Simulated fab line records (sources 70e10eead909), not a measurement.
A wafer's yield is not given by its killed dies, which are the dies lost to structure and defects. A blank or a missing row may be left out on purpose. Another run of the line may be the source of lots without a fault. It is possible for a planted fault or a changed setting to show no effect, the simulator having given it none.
Chamber matching | flow nand-harc | NHARC_A_M0_PRE_CLEAN_31 on pecvd-04: 3 sister chambers
The step time 12 s. 14 wafers are shown with their chamber, then 7 later ones without.

## WAFERS, EACH WITH ITS CHAMBER
wafer  | chamber | heater-power-w (W) | susceptor-temp-C (C)
L076.1 | 1       | 662                | 370.02
L076.3 | 1       | 666                | 370.18
L076.5 | 2       | 597                | 369.86
L083.1 | 2       | 612                | 369.86
L083.3 | 0       | 776                | 369.99
L083.6 | 2       | 617                | 369.93
L085.1 | 2       | 583                | 370.19
L085.2 | 1       | 627                | 370.21
L085.3 | 0       | 670                | 369.80
L093.1 | 0       | 724                | 369.98
L093.3 | 2       | 568                | 370.12
L093.6 | 2       | 569                | 370.01
L094.1 | 1       | 607                | 370.40
L094.3 | 2       | 616                | 369.80

SIGNATURES (means of the wafers above)
reading          | chamber 0 | chamber 1 | chamber 2 | scatter within a chamber
heater-power-w   | 723.33    | 640.50    | 594.57    | 31.3
susceptor-temp-C | 369.9233  | 370.2025  | 369.9671  | 0.142
Rule: distance of a wafer from a chamber = root of the sum over the readings of ((wafer's reading minus chamber's mean) / reading's scatter) squared. The wafer belongs to the nearest chamber; if the next one is less than 2 further off, it can't be placed. The scatter: the root of (the sum of the squares of (reading less its chamber's mean) over the shown wafers, divided by (wafers less chambers)).

## WAFERS MISSING THEIR CHAMBER
wafer  | heater-power-w (W) | susceptor-temp-C (C)
L094.4 | 608                | 370.08
L095.1 | 642                | 369.79
L095.2 | 604                | 369.88
L095.3 | 751                | 370.07
L097.1 | 592                | 369.79
L097.5 | 734                | 370.28
L097.6 | 592                | 370.11

## THE CHAMBER EACH PASSED THROUGH
wafer  | from the rows above          | in truth
L094.4 | can't be placed: 2 or 1      | 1
L095.1 | can't be placed: 2 or 0 or 1 | 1
L095.2 | can't be placed: 2 or 1      | 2
L095.3 | 0                            | 0
L097.1 | 2                            | 2
L097.5 | can't be placed: 0 or 1      | 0
L097.6 | can't be placed: 2 or 1      | 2
Correct placement for 2 of the 7. Cannot be placed on the basis of these rows: 5; the candidates contain the true chamber in 5. 0 placed wrongly.
